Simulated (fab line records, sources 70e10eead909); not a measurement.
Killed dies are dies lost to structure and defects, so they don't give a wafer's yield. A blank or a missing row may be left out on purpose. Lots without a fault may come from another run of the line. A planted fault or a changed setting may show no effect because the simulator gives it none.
Chamber matching | flow nand_harc | NHARC_A_DECK1_JOINT_CMP_13 on cmp-03: 4 sister chambers
The step polishes, target thk 51.023 nm. 16 wafers are shown with their chamber, then 8 later ones without.

WAFERS WITH THEIR CHAMBER
wafer  | chamber | motor_current_A (A) | time_to_endpoint_s (s)
L074.3 | 3       | 10.8                | 9
L074.5 | 2       | 9.9                 | 13
L074.6 | 3       | 10.6                | 10
L075.1 | 0       | 13.6                | 14
L075.5 | 3       | 11.0                | 8
L075.6 | 0       | 14.1                | 13
L077.2 | 3       | 11.0                | 7
L077.4 | 2       | 10.5                | 14
L077.6 | 2       | 10.4                | 15
L079.1 | 2       | 10.3                | 14
L079.2 | 0       | 13.9                | 11
L079.6 | 3       | 10.5                | 7
L086.1 | 2       | 10.2                | 13
L086.5 | 1       | 14.1                | 10
L086.6 | 2       | 10.3                | 11
L088.3 | 1       | 13.5                | 10

SIGNATURES (means of the wafers above)
reading            | chamber 0 | chamber 1 | chamber 2 | chamber 3 | scatter within a chamber
motor_current_A    | 13.867    | 13.800    | 10.267    | 10.780    | 0.246
time_to_endpoint_s | 12.67     | 10.00     | 13.33     | 8.20      | 1.32
Rule: a wafer's distance from a chamber is the root of the sum, over the readings, of the square of ((its reading less the chamber's mean) divided by the reading's scatter). The wafer belongs to the nearest chamber; if the next one is less than 2 further off, it can't be placed. The scatter: the root of (the sum of the squares of (reading less its chamber's mean) over the shown wafers, divided by (wafers less chambers)).

WAFERS WITHOUT THEIR CHAMBER
wafer  | motor_current_A (A) | time_to_endpoint_s (s)
L088.4 | 9.7                 | 12
L088.6 | 13.2                | 11
L093.1 | 13.2                | 8
L093.3 | 14.9                | 10
L093.5 | 13.7                | 8
L095.2 | 14.0                | 11
L095.3 | 13.6                | 10
L095.6 | 13.8                | 9

WHICH CHAMBER EACH WENT THROUGH
wafer  | from the rows above     | in truth
L088.4 | 2                       | 2
L088.6 | can't be placed: 1 or 0 | 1
L093.1 | can't be placed: 1 or 0 | 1
L093.3 | can't be placed: 1 or 0 | 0
L093.5 | 1                       | 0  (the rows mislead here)
L095.2 | can't be placed: 1 or 0 | 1
L095.3 | can't be placed: 1 or 0 | 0
L095.6 | 1                       | 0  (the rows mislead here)
Placed correctly: 1 of 8. Can't be placed from these rows: 5 (the true chamber is among the candidates in 5). Placed wrongly: 2.
